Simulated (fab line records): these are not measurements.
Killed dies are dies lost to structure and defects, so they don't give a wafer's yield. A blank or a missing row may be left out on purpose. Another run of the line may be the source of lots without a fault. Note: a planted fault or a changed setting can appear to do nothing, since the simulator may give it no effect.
fab line records ; flow n5-finfet
[record] lots = 5; wafers = 12; last-day = 17
route steps=1938 shown BEOL_M4@1069 PASSIVATION@1936
lots untouched by any fault: they come from a run of this same line in which no faults occurred
start-h: the number of hours between the record's first day and the start of the first shown wafer of the lot ; wait-h: how many hours have passed since the lot's step before this one ; " the same as in the row above ; L1.1+2: one row covering several wafers at once ; - value missing, or start not given ; * or withheld: withheld ; < > ~ a bound
route shown NAME@n: names a module that has steps shown in the file, with the first one's number in the route ; usual: average and standard deviation across the fault-free wafers ; same: alike in all rows ; chamber/n: place in a boat ; sites: each site's reading ; _std_site: the standard deviation of these ; _edge_site: inner sites' mean taken away from outer sites' mean ; radius-mm: for every site, how far away it sits from the centre of the wafer ; mask NAME#n: copy n ; behind: the tool/chamber that last shaped the wafer ; hold: why the lot went on hold/how many hours it stayed there/how the hold came to an end ; device: transistor that didn't switch, given as n, p or np ; end of line: at the end of the route, the tests of the same wafers ; step lacking rows: just its recipe ; killed: count of dies lost to structure and defects at first sort (not the wafer's yield) ; map: a wafer's dies, marking killed ones x, the rest . and places with no die _
set.NAME: the run value of the setting; set.NAME@STEP: its run value at that earlier step ; model.NAME: the simulator's own value behind a step, which no gauge read
a table for each step, a row for each wafer; lots at some steps of the route
services: a tool's chamber out of use, with start hour (start-h, from the record's first day; less than 0 if before it), hours out, and reason
[[steps]]
[step N5_BEOL_M4_STRIP_36]
[recipe] chemistry = N2/H2; power-w = 450; temp-c = 40; pressure-mtorr = 20; rf-frequency-hz = 6e+07; overash-fraction = 0.3; bias-power-w = 7; h2-frac = 0.5; n2-flow-sccm = 200; h2-flow-sccm = 200
[step N5_BEOL_M4_TRENCH_ETCH_37]
[recipe] chemistry = C4F6/O2; target-depth-a = 555.55; target = SiOC; time-s = 29.2; ion-energy-ev = 250; pressure-mtorr = 30; source-w = 355; bias-w = 185; Ar_flow_sccm = 300; C4F6_flow_sccm = 10; O2_flow_sccm = 10
[step N5_BEOL_M4_ETCH_41]
[recipe] chemistry = CH3F/O2; target = SiCN; target-depth-a = 299; taper-deg = 2; time-s = 52.5; ion-energy-ev = 120; mask-material = TiN; pressure-mtorr = 30; source-w = 395; bias-w = 75; Ar_flow_sccm = 150; CH3F_flow_sccm = 30; O2_flow_sccm = 20
[step N5_BEOL_M4_STRIP_97]
[recipe] chemistry = N2/H2; time-s = 10; power-w = 450; temp-c = 40; pressure-mtorr = 20; rf-frequency-hz = 6e+07; bias-power-w = 7; n2-flow-sccm = 200; h2-flow-sccm = 200
[step N5_BEOL_M4_HM_STRIP_39]
[recipe] chemistry = peroxide-tin-strip; material = TiN; target-depth-a = 250; temp-c = 50; time-s = 158
[step N5_BEOL_M4_SRD_40]
[recipe] time-s = 30; temp-c = 23; rinse-liquid = diw; dry = ipa-marangoni
[step N5_BEOL_M4_PRECLEAN_42]
[recipe] chemistry = residue-remover; time-s = 60; temp-c = 40
[step N5_BEOL_M4_SRD_43]
[recipe] time-s = 30; temp-c = 23; rinse-liquid = diw; dry = ipa-marangoni
[step N5_BEOL_M4_DEGAS_44]
[recipe] ambient = vacuum; temp-c = 250; time-s = 60
[step N5_BEOL_M4_PRE_CLEAN_45]
[recipe] gas = H2/He; time-s = 30; temp-c = 250
[step N5_BEOL_M4_ALD_84]
[recipe] material = TaN; target-thk-a = *; temp-c = 275; ald-precursor-family = PDMAT; ald-co-reactant = NH3; pressure-torr = 3; carrier-flow-sccm = 1500; pulse-time-s = 2; purge-time-s = 3; co-reactant-purge-time-s = 2; co-reactant-pulse-time-s = 3; ald-cycles = 30; precursor-vessel-temp-c = 75; precursor-vessel-pressure-torr = 26.25; precursor-vessel-carrier-sccm = 1000
[usual] ald-cycles = 30/0; heater-power-w = 407/37; mfc-carrier-sccm = 1500/4.7; precursor-vessel-carrier-sccm = 999.6/2.7; susceptor-temp-C = 275.02/0.18
[same] co-reactant-pulse-time-s = 3; pulse-time-s = 2
lot.wafer;tool;chamber;start-h;wait-h;ald-cycles;heater-power-w;mfc-carrier-sccm;precursor-vessel-carrier-sccm;susceptor-temp-C
L524.3;ald-metal-02;1;196.52;0.0;30;386;1505;1002.7;275.14
L524.4;ald-metal-02;2;196.52;0.0;30;397;1497;1003.9;274.86
L524.6;ald-metal-02;3;196.52;0.0;30;377;1498;1000.4;275.24
L536.1;ald-metal-02;3;273.02;0.0;26;374;1505;998.6;-
L536.3;ald-metal-02;1;273.02;0.0;30;378;1500;1000.6;275.29
L538.5;ald-metal-02;1;276.95;0.1;30;392;1510;1000.0;274.95
L538.6;ald-metal-02;2;276.95;0.1;26;404;1502;999.9;-
L540.1;ald-metal-02;2;296.70;0.0;26;395;1507;1000.4;-
L540.6;ald-metal-02;2;296.70;0.0;26;406;1505;1004.4;-
L543.2;ald-metal-03;1;304.61;0.1;30;373;1497;999.9;274.78
L543.5;ald-metal-03;0;304.61;0.1;30;390;1495;1003.3;274.78
L543.6;ald-metal-03;3;304.61;0.1;30;396;1497;999.1;274.95
[step N5_BEOL_M4_SURFACE_TREAT_85]
[recipe] gas = Ar; time-s = *; ion-energy-ev = *; ion-current-ma-cm2 = 0.5; pressure-mtorr = *; ar-flow-sccm = 30
[step N5_BEOL_M4_CVD_47]
[recipe] material = Co; target-thk-a = 30; temp-c = withheld; precursor = CCTBA/H2; pressure-torr = 30; time-s = 223.8
[step N5_BEOL_M4_SPUTTER_48]
[recipe] material = Cu; target-thk-a = 45; temp-c = -20; chamber-pressure-pa = 0.07; power-w = withheld; time-s = 8.29
[step N5_BEOL_M4_ANNEAL_49]
[recipe] temp-c = 400; time-s = 240; ambient = vacuum
[step N5_BEOL_M4_SPUTTER_79]
[recipe] material = Cu; target-thk-a = 45; temp-c = -20; chamber-pressure-pa = 0.07; power-w = withheld; time-s = 8.29
[step N5_BEOL_M4_ANNEAL_80]
[recipe] temp-c = 400; time-s = 240; ambient = vacuum
[step N5_BEOL_M4_SPUTTER_81]
[recipe] material = Cu; target-thk-a = 45; temp-c = -20; chamber-pressure-pa = 0.07; power-w = withheld; time-s = 8.29
[step N5_BEOL_M4_ANNEAL_82]
[recipe] temp-c = 400; time-s = 240; ambient = vacuum
[step N5_BEOL_M4_SPUTTER_86]
[recipe] material = Cu; target-thk-a = 45; temp-c = -20; chamber-pressure-pa = 0.07; power-w = withheld; time-s = 8.29
[step N5_BEOL_M4_ANNEAL_87]
[recipe] temp-c = 400; time-s = 240; ambient = vacuum
[step N5_BEOL_M4_SPUTTER_88]
[recipe] material = Cu; target-thk-a = 45; temp-c = -20; chamber-pressure-pa = 0.07; power-w = withheld; time-s = 8.29
[step N5_BEOL_M4_ANNEAL_89]
[recipe] temp-c = 400; time-s = 240; ambient = vacuum
[step N5_BEOL_M4_SPUTTER_90]
[recipe] material = Cu; target-thk-a = 45; temp-c = -20; chamber-pressure-pa = 0.07; power-w = withheld; time-s = 8.29
[step N5_BEOL_M4_ANNEAL_91]
[recipe] temp-c = 400; time-s = 240; ambient = vacuum
[step N5_BEOL_M4_SPUTTER_92]
[recipe] material = Cu; target-thk-a = 45; temp-c = -20; chamber-pressure-pa = 0.07; power-w = withheld; time-s = 8.29
[step N5_BEOL_M4_ANNEAL_93]
[recipe] temp-c = 400; time-s = 240; ambient = vacuum
[step N5_BEOL_M4_SPUTTER_94]
[recipe] material = Cu; target-thk-a = 45; temp-c = -20; chamber-pressure-pa = 0.07; power-w = withheld; time-s = 8.29
[step N5_BEOL_M4_ANNEAL_95]
[recipe] temp-c = 400; time-s = 240; ambient = vacuum
[step N5_BEOL_M4_SPUTTER_96]
[recipe] material = Cu; target-thk-a = 45; temp-c = -20; chamber-pressure-pa = 0.07; power-w = withheld; time-s = 8.29
[step N5_BEOL_M4_ECD_50]
[recipe] material = Cu; target-thk-a = 3000
[step N5_BEOL_M4_ANNEAL_51]
[recipe] temp-c = 225; time-s = 90; ambient = N2
[step N5_BEOL_M4_CMP_52]
[recipe] stop-on = SiOC; t-overpolish-s = 6.8; down-force-psi = 1; platen-rpm = 50; clearing-platen-down-force-psi = 1.5; clearing-platen-rpm = 50; post-cmp-clean = cu-alkaline; target-thk-nm = 40; clearing-platen-pad-velocity-m-s = 0.99484; pad-velocity-m-s = 0.99484
[step N5_BEOL_M4_PRE_CLEAN_60]
[recipe] gas = NH3/H2; time-s = 15; temp-c = *; rf-power-w = 300
[step N5_BEOL_M4_CO_CAP_55]
[recipe] material = Co; target-thk-a = 20; temp-c = 200; precursor = CCTBA/H2; pressure-torr = 30; time-s = 102.1
[step N5_BEOL_M4_PRE_CLEAN_56]
[recipe] gas = NH3; time-s = 15; temp-c = withheld; rf-power-w = 300
[step N5_BEOL_M4_DEP_57]
[recipe] material = SiCN; target-thk-a = 80; temp-c = withheld; precursor = 3MS/NH3; pressure-torr = 3; rf-w = 202; time-s = 14
[step N5_BEOL_M4_RC_MEAS_101]
[usual] DIBL_N = 36.3/1.6; DIBL_P = 36.2/2; IOFF_N = 0.160/0.028; IOFF_P = 0.21/0.036; ION_N = 677/11; ION_P = 465/6.9; SS_N = 71.5/0.55; SS_P = 73.3/0.64; VT_N = 250/3; VT_P = -250/3.5
lot.wafer;tool;chamber;start-h;wait-h;DIBL_N[mV/V];DIBL_P[mV/V];IOFF_N[nA/um];IOFF_P[nA/um];ION_N[uA/um];ION_P[uA/um];SS_N[mV/dec];SS_P[mV/dec];VT_N[mV];VT_P[mV]
L524.3;prober-01;0;200.47;0.3;34.3;35.0;0.133;0.18;672;462;70.8;72.0;251;-255
L524.4;prober-01;0;200.47;0.3;36.3;37.6;0.171;0.21;676;466;71.5;73.9;249;-252
L524.6;prober-01;0;200.47;0.3;34.3;34.3;0.136;0.18;688;469;70.8;73.1;249;-252
L536.1;prober-01;0;277.38;0.0;34.2;34.1;0.119;0.17;664;459;71.1;73.0;257;-255
L536.3;prober-01;0;277.38;0.0;34.3;33.9;0.118;0.17;667;462;71.2;72.3;252;-250
L538.5;prober-01;0;281.07;0.6;36.4;37.4;0.142;0.20;667;465;71.4;73.9;252;-250
L538.6;prober-01;0;281.07;0.6;37.4;38.1;0.176;0.22;680;465;72.3;73.5;249;-249
L540.1;prober-01;0;300.08;0.0;34.1;33.0;0.138;0.19;678;467;70.6;73.1;250;-252
L540.6;prober-01;0;300.08;0.0;36.4;35.2;0.176;0.21;700;466;71.7;73.6;249;-250
L543.2;prober-02;0;309.64;0.2;35.1;34.3;0.134;0.17;679;462;70.7;73.3;251;-255
L543.5;prober-02;0;309.64;0.2;35.7;35.7;0.144;0.18;665;452;71.8;73.6;251;-252
L543.6;prober-02;0;309.64;0.2;35.9;36.2;0.152;0.18;683;460;71.4;73.5;249;-254
[step N5_PASSIVATION_PROBE_49]
[usual] defect-limited-yield = 91.2/1.5; killed_at_M0_to_M3 = 36/10; killed_at_M4_up = 13/6; killed-at-contacts = 11/5.2; killed-at-front-end = 40/11; killed-at-other = 3.1/2.9; killed-dies = 104/17; killed-on-rim = 14/3.6; killed-open = 66/12; killed-short = 34/7.7; sort_bin_4_leakage = 0/0; sort_bin_5_function = 5.1/0.91; sort_bin_6_memory = 3.2/0.67; sort-n-pass = 1076/17; sort-yield-pct = 91.2/1.5
[same] gross-dies = 1180; killed-at-back-side = 0; sort_bin_8_speed[%] = 0
lot.wafer;tool;chamber;start-h;wait-h;defect-limited-yield[%];killed_at_M0_to_M3;killed_at_M4_up;killed-at-contacts;killed-at-front-end;killed-at-other;killed-dies;killed-on-rim;killed-open;killed-short;sort_bin_4_leakage[%];sort_bin_5_function[%];sort_bin_6_memory[%];sort-n-pass;sort-yield-pct[%]
L524.3;prober-01;-;301.11;0.4;90.7;36;23;19;28;4;110;11;73;31;0;5.2;3.6;1070;90.7
L524.4;prober-01;-;301.16;0.4;91.4;45;17;12;22;6;102;18;68;32;0;5.3;2.9;1078;91.4
L524.6;prober-01;-;301.26;0.5;90.3;33;29;11;28;14;115;16;75;37;0;5.1;4.2;1065;90.3
L536.1;prober-01;-;380.15;0.0;90.7;43;15;13;37;2;110;18;73;29;0.51;5.3;3.4;1070;90.7
L536.3;prober-01;-;380.25;0.1;90.3;41;8;13;52;1;115;10;78;35;0;5.9;3.5;1065;90.3
L538.5;prober-01;-;388.87;0.2;90.3;41;9;9;52;3;114;25;59;38;0;5.4;2.8;1066;90.3
L538.6;prober-01;-;388.92;0.3;89.1;51;10;20;46;2;129;19;81;37;0.68;6.2;3.8;1051;89.1
L540.1;prober-01;-;403.87;0.0;90.4;36;17;15;42;3;113;16;72;34;0.34;5.5;3.3;1067;90.4
L540.6;prober-01;-;404.12;0.3;88.7;37;12;14;64;6;133;23;81;38;0.51;7.0;2.9;1047;88.7
L543.2;prober-01;-;417.85;0.1;91.7;26;16;8;38;10;98;13;55;36;0;4.3;3.1;1082;91.7
L543.5;prober-01;-;418.00;0.2;92.3;27;23;11;27;3;91;17;64;23;0;4.5;2.9;1089;92.3
L543.6;prober-01;-;418.05;0.3;92.8;26;17;8;31;3;85;11;50;30;0;4.1;2.9;1095;92.8
// killed by level:class
L524.3 MOL_CONTACT_COAG:geometric-particle:open=16 BEOL_M4:geometric-particle:open=10 BEOL_M2:geometric-particle:open=8 BEOL_M1:geometric-particle:open=5 GATE_CUT:geometric-particle:short=4 BEOL_M0_SAQP:geometric-particle:open=4 BEOL_M0:geometric-particle:open=4 BEOL_M2:geometric-particle:short=4
L524.4 BEOL_M1:geometric-particle:open=11 MOL_CONTACT_COAG:geometric-particle:open=10 BEOL_M0_SAQP:geometric-particle:open=10 BEOL_M0_SAQP:geometric-particle:short=8 BEOL_M4:geometric-particle:open=7 STI_FIN_REVEAL:geometric-particle:open=5 BEOL_M3:geometric-particle:open=5 FIN_SAQP:geometric-particle:short=4
L524.6 BEOL_M4:geometric-particle:open=13 MOL_CONTACT_COAG:geometric-particle:open=10 STI_FIN_REVEAL:geometric-particle:open=7 GATE_CUT:geometric-particle:short=7 BEOL_M1:geometric-particle:open=7 BEOL_M2:geometric-particle:open=6 PASS1_CAP:geometric-particle:open=5 BEOL_M0:geometric-particle:open=5
L536.1 BEOL_M0_SAQP:geometric-particle:short=12 MOL_CONTACT_COAG:geometric-particle:open=11 BEOL_M3:geometric-particle:open=9 BEOL_M0_SAQP:geometric-particle:open=8 STI_FIN_REVEAL:geometric-particle:open=7 BEOL_M2:geometric-particle:open=7 M4:area-ald=6 FIN_SAQP:geometric-particle:short=5
L536.3 BEOL_M0_SAQP:geometric-particle:short=13 STI_FIN_REVEAL:geometric-particle:open=12 FIN_SAQP:geometric-particle:open=10 MOL_CONTACT_COAG:geometric-particle:open=10 BEOL_M0_SAQP:geometric-particle:open=7 DUMMY_GATE:geometric-particle:open=6 BEOL_M1:geometric-particle:open=5 BEOL_M2:geometric-particle:open=5
L538.5 FIN_SAQP:geometric-particle:short=14 BEOL_M0_SAQP:geometric-particle:open=14 BEOL_M0_SAQP:geometric-particle:short=13 FIN_SAQP:geometric-particle:open=12 HKMG_FIN:area-etch=12 MOL_CONTACT_COAG:geometric-particle:open=7 BEOL_M2:geometric-particle:open=7 BEOL_M4:geometric-particle:open=5
L538.6 MOL_CONTACT_COAG:geometric-particle:open=18 BEOL_M0_SAQP:geometric-particle:open=16 FIN_SAQP:geometric-particle:open=14 BEOL_M0_SAQP:geometric-particle:short=10 FIN_SAQP:geometric-particle:short=9 BEOL_M2:geometric-particle:open=9 M4:area-ald=8 BEOL_M1:geometric-particle:open=5
L540.1 FIN_SAQP:geometric-particle:open=15 MOL_CONTACT_COAG:geometric-particle:open=14 BEOL_M2:geometric-particle:open=11 FIN_SAQP:geometric-particle:short=9 BEOL_M4:geometric-particle:open=7 BEOL_M0_SAQP:geometric-particle:short=5 BEOL_M1:geometric-particle:open=4 BEOL_M0_SAQP:geometric-particle:open=4
L540.6 FIN_SAQP:geometric-particle:short=16 FIN_SAQP:geometric-particle:open=12 MOL_CONTACT_COAG:geometric-particle:open=10 STI_FIN_REVEAL:geometric-particle:open=8 BEOL_M0:geometric-particle:open=8 BEOL_M1:geometric-particle:open=8 BEOL_M3:geometric-particle:open=7 M4:area-ald=6
L543.2 FIN_SAQP:geometric-particle:open=7 FIN_SAQP:geometric-particle:short=7 STI_FIN_REVEAL:geometric-particle:open=6 BEOL_M4:geometric-particle:open=6 BEOL_M1:geometric-particle:open=6 MOL_CONTACT_COAG:geometric-particle:open=5 BEOL_M0_SAQP:geometric-particle:open=5 GATE_CUT:geometric-particle:short=4
L543.5 MOL_CONTACT_COAG:geometric-particle:open=11 BEOL_M4:geometric-particle:open=8 FIN_SAQP:geometric-particle:open=7 BEOL_M1:geometric-particle:open=7 BEOL_M2:geometric-particle:open=5 FIN_SAQP:geometric-particle:short=4 BEOL_M0_SAQP:geometric-particle:open=4 BEOL_M1:geometric-particle:short=4
L543.6 FIN_SAQP:geometric-particle:open=11 BEOL_M4:geometric-particle:open=11 BEOL_M0_SAQP:geometric-particle:open=7 BEOL_M0_SAQP:geometric-particle:short=7 FIN_SAQP:geometric-particle:short=6 BEOL_M1:geometric-particle:short=5 STI_FIN_REVEAL:geometric-particle:open=3 MOL_CONTACT_COAG:geometric-particle:short=3
// map L536.3 (x killed, . not)
_________________......x...x.________________
______________.................._____________
___________x.......................__________
__________.......x......x..........._________
________......x....................x.._______
_______...x......................x.....______
______....x.....................x......._____
_____.....x....xx...................xx..x____
____.................x....................___
___x.............x........x........x.......__
___........xx....x....x...x............xx..__
__.........x.......x........................_
__..x....xx...........x....................._
_........x........x.x..............x.........
_.x...............xx.xx.x.xx............xx...
_.....xx..........x.....x........x....x......
_......x..xx................x.x.....x.x......
_..........x...............x..........x..x.x.
_........x...............xx..................
_.................x...x................x....x
_......x.x..................x.....x..........
__........x................x................_
__......xx..................x........xx....._
___x........x...x....................x..x..__
___.......x......x..x...................x..__
____......x.....x..............x..........___
_____.............x......x....x.......x..____
______.....x..................x........._____
_______.........................x......______
________.......x.....x.......x........_______
__________..x...x......x............_________
___________..........x.............__________
______________x..x.....x...x...._____________
_________________............________________
// map L538.6 (x killed, . not)
_________________...........x________________
______________.........xx......._____________
___________.x...............x..x...__________
__________.................x........_________
________.............x..x.x....x......_______
_______x........x....x......x..........______
______........x.........x.........x..x.._____
_____..........x.......x....x....x......x____
____..x...................................___
___................x.....x.........x.......__
___............x..............x.....x.....x__
__...x.........xx......x.x..x..............._
__.....x.........x.........................._
_...x.xx...x..........x....................x.
_......x............x......x.................
_....x..............x......x.............x...
_..............x...x..............x........x.
_................x.....x...x..............x..
_..........xx............x.x................x
_x....x......x...x......x........x.....x.....
_.....xx....................x..x.....x.....x.
__..................xx.x.x.......x.......x.._
__.......x..................x............x.._
___....................x..x..x.............__
___.xx...x................x.x...xx..x...x..__
____...x........x...........x......x......___
_____.....x........x..x.............x.xx.____
______.x........x.....x..........x..xx.x_____
_______.........................x...x.x______
________.xxx.......x.................._______
__________....x.............x......x_________
___________..................x.....__________
______________..x..............._____________
_________________............________________
[[services]]
tool;chamber;start-h;hours;kind
ald-metal-03;-;259.98;8.7;pm
ald-metal-03;1;272.93;4.8;repair
[[key]]
[first-sign] step = N5_BEOL_M4_ALD_84; reading = ald-cycles; direction = down; sigmas = 99+; usual = *; struck = *
[effect] step = N5_PASSIVATION_PROBE_49; reading = sort_bin_4_leakage; direction = up; sigmas = 6; usual = 0; struck = 0.51
met-at N5_BEOL_M4_ALD_84
struck-wafers L536.1,L538.6,L540.1,L540.6
[baseline-loss] step = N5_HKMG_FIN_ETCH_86; wafers = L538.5
onset-between 196.52 273.02
[fault] kind = process-parameter-drift; tool = ald-metal-02; chamber = -; onset-h = 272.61; steps = N5_BEOL_M4_ALD_84; channel = ald-cycles; offset = *; shape = step; end-h = 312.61; scope = struck-wafers-only; acts-in = *; stated = *
// baseline-loss: these wafers lose ten dies or more at that step, a loss of the line's own and not of a fault; the sort's usual values leave them out
